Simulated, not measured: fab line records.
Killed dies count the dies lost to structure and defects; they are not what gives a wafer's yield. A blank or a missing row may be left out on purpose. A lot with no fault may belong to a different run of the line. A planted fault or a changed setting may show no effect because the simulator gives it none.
Chamber matching -- flow n5_finfet -- ald_sin-03 running N5_SD_EPI_N_LINER_46: 4 sister chambers
The step material SiNx, target thk 3 nm. 14 wafers are shown with their chamber, then 7 later ones without.

## WAFERS PAIRED WITH THEIR CHAMBERS
wafer,chamber,heater_power_w (W),chamber_pressure_Torr (Torr)
L077.1,2,958,1.999
L077.3,0,979,2.002
L077.6,3,704,1.990
L081.2,2,950,1.998
L081.3,0,1006,2.004
L081.5,2,930,1.998
L082.2,1,760,1.999
L082.3,2,963,2.003
L082.6,2,973,2.006
L089.2,1,808,2.000
L089.3,3,728,1.997
L089.6,2,965,2.002
L092.2,0,966,2.000
L092.4,3,702,2.000

SIGNATURES, as means of the wafers listed above
reading,chamber 0,chamber 1,chamber 2,chamber 3,scatter within a chamber
heater_power_w,983.67,784.00,956.50,711.33,18.8
chamber_pressure_Torr,2.00200,1.99950,2.00100,1.99567,0.00336
Rule: for each reading, subtract the chamber's mean from the wafer's reading, divide by that reading's scatter and square the result; add these up over the readings and take the root, which gives the wafer's distance from the chamber. If the next closest chamber is less than 2 further off than the closest, the wafer can't be placed; otherwise it belongs to the closest. The scatter: take each reading less its chamber's mean, square it, sum over the shown wafers, divide by the number of wafers less the number of chambers, and take the root.

## WAFERS MISSING THEIR CHAMBER
wafer,heater_power_w (W),chamber_pressure_Torr (Torr)
L092.6,946,2.002
L095.1,712,2.005
L095.2,976,2.001
L095.4,798,1.996
L096.1,968,2.013
L096.3,982,1.998
L096.5,791,2.002

## EACH ONE'S CHAMBER
wafer,from the rows above,in truth
L092.6,can't be placed: 2 or 0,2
L095.1,can't be placed: 3 or 1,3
L095.2,can't be placed: 0 or 2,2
L095.4,1,1
L096.1,can't be placed: 0 or 2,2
L096.3,can't be placed: 0 or 2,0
L096.5,1,1
Correctly placed: 2 of 7. Unplaceable from these rows: 5, with the true chamber sitting among the candidates in 5. 0 placed wrongly.
